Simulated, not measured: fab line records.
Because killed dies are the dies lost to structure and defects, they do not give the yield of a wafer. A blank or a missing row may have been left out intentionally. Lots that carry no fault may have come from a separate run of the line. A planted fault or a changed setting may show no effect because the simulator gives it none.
Which tool was responsible? | flow nand-harc | Sampling: 11 lots, 33 wafers, 5 of 1302 route steps

== WHAT EACH GAUGE READ, for each wafer ==
NHARC_END_SORT_01.
lot  | measured     | on        | defect-limited-yield (%)
L202 | day 26 16:48 | prober-01 | 96 97 97

== EACH LOT AND THE TOOL THAT RAN IT (in order: tool; ch and the chambers of the sampled wafers; start) ==
lot  | NHARC_P_M2_ETCH_28                            | NHARC_P_M2_DEP_33               | NHARC_P_BONDPAD_DEP_00          | NHARC_P_BONDPAD_DESCUM_11
L198 | rie-diel-01 ch 0,3, day 6 14:07 or earlier    | pecvd-04 ch 0,1,2, day 6 14:07  | pecvd-03 ch 0,1,2, day 6 14:31  | rie-diel-13 ch 0,2, day 6 16:04
L199 | rie-diel-01 ch 1,3, day 7 09:49 or earlier    | pecvd-01 ch 0,1,2, day 7 09:49  | pecvd-03 ch 0,1,2, day 7 10:17  | rie-diel-13 ch 0,1,2, day 7 11:38
L202 | rie-diel-01 ch 0,1,3, day 8 03:00 or earlier  | pecvd-03 ch 1,2, day 8 03:00    | pecvd-04 ch 0,1,2, day 8 03:25  | rie-diel-06 ch 1,2, day 8 04:41
L205 | rie-diel-01 ch 0,3, day 9 10:54 or earlier    | pecvd-03 ch 0,1, day 9 10:54    | pecvd-01 ch 0,2, day 9 11:14    | rie-diel-13 ch 1,2,3, day 9 12:41
L207 | rie-diel-01 ch 0,1,2, day 10 09:44 or earlier | pecvd-01 ch 1,2, day 10 09:44   | pecvd-03 ch 0,2, day 10 10:10   | rie-diel-06 ch 1,2,3, day 10 11:31
L208 | rie-diel-05 ch 0,3, day 11 01:12 or earlier   | pecvd-03 ch 0,2, day 11 01:12   | pecvd-01 ch 0,1, day 11 01:40   | rie-diel-06 ch 0,1,3, day 11 03:02
L211 | rie-diel-05 ch 1,2,3, day 11 23:11 or earlier | pecvd-03 ch 0,2, day 11 23:11   | pecvd-01 ch 0,1,2, day 11 23:40 | rie-diel-02 ch 0,1,3, day 12 01:03
L213 | rie-diel-05 ch 2,3, day 12 17:58 or earlier   | pecvd-03 ch 0,1,2, day 12 17:58 | pecvd-01 ch 0,1,2, day 12 18:23 | rie-diel-13 ch 0,1,3, day 12 19:43
L218 | rie-diel-01 ch 1,2, day 15 07:17 or earlier   | pecvd-03 ch 0,1,2, day 15 07:17 | pecvd-01 ch 1,2, day 15 07:44   | rie-diel-02 ch 0,3, day 15 09:01
L219 | rie-diel-03 ch 1,2,3, day 15 17:29 or earlier | pecvd-01 ch 0,1,2, day 15 17:29 | pecvd-03 ch 0,1, day 15 17:49   | rie-diel-13 ch 0,1, day 15 19:08
L221 | rie-diel-03 ch 0,1,2, day 16 03:36 or earlier | pecvd-01 ch 0,1,2, day 16 03:36 | pecvd-04 ch 0,1,2, day 16 04:04 | rie-diel-02 ch 1,2, day 16 05:17
- NHARC_P_M2_ETCH_28: etches the open film in CF4/N2, target depth 30 nm, time 72.99 s.
- NHARC_P_M2_DEP_33: deposits SiCN, target thk 30 nm.
- NHARC_P_BONDPAD_DEP_00: deposits SiCN, target thk 250 nm.
- NHARC_P_BONDPAD_DESCUM_11: chemistry O2, time 3 s.

== THE ANSWER, worked out from the rows above alone ==
Rule: usual is defined by the lots themselves. Put in order of their means at a reading, lots are off if they are a third of the lots or fewer, leave a main group of 4 or more, and stand apart from it by a gap of 3 or more times the standard deviation of the main group's means; of several such gaps the widest counts. Not used: any main group whose means are identical at the precision the tables above print for the reading. A lot without any number at a reading at which 4 lots or more have one is off too. The other lots that the step has rows for count as sound.
No lot is off at any reading shown: from this, nothing can be told.

== WHAT WAS PUT IN BY THE SIMULATOR ==
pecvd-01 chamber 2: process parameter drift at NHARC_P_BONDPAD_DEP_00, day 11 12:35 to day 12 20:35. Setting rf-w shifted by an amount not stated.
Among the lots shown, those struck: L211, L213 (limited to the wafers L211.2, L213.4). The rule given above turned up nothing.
